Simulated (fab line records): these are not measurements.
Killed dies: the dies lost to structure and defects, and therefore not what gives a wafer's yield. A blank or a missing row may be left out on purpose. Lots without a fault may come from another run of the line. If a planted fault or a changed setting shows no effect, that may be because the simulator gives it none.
Matching of chambers | flow n5_finfet | 4 sister chambers for N5_BEOL_M11_ALD_74 on ald_metal-01
The step deposits TaN, target thk 2 nm, pulse time 2 s, purge time 3 s. 4 wafers are shown with their chamber, then 10 later ones without.

== WAFERS, EACH WITH ITS CHAMBER ==
wafer  | chamber | heater_power_w (W)
L085.5 | 2       | 463
L087.5 | 1       | 437
L093.2 | 3       | 390
L093.4 | 0       | 403

== WAFERS MISSING THEIR CHAMBER ==
wafer  | heater_power_w (W)
L093.6 | 387
L091.3 | 446
L091.5 | 406
L091.6 | 438
L094.3 | 385
L094.5 | 381
L094.6 | 400
L097.1 | 445
L097.3 | 451
L097.6 | 447

== WHICH CHAMBER EACH WENT THROUGH ==
wafer  | from the rows above     | in truth
L093.6 | can't be placed: 3 or 0 | 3
L091.3 | can't be placed: 1 or 2 | 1
L091.5 | can't be placed: 0 or 3 | 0
L091.6 | 1                       | 1
L094.3 | can't be placed: 3 or 0 | 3
L094.5 | can't be placed: 3 or 0 | 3
L094.6 | can't be placed: 0 or 3 | 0
L097.1 | can't be placed: 1 or 2 | 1
L097.3 | can't be placed: 2 or 1 | 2
L097.6 | can't be placed: 1 or 2 | 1
Correctly placed: 1 of 10. These rows do not allow placing 9 (true chamber among the candidates in 9). 0 placed wrongly.
How it was worked out, from the rows above alone: a wafer's distance from a chamber is the root of the sum, over the readings, of the square of ((its reading less the chamber's mean) divided by the reading's scatter). If the next closest chamber is less than 2 further off than the closest, the wafer can't be placed; otherwise it belongs to the closest. The mean given for a chamber averages the wafers shown for that chamber. The scatter: with one shown wafer a chamber, the root of the mean of the squares of how far each hidden wafer lies from its nearest shown one.
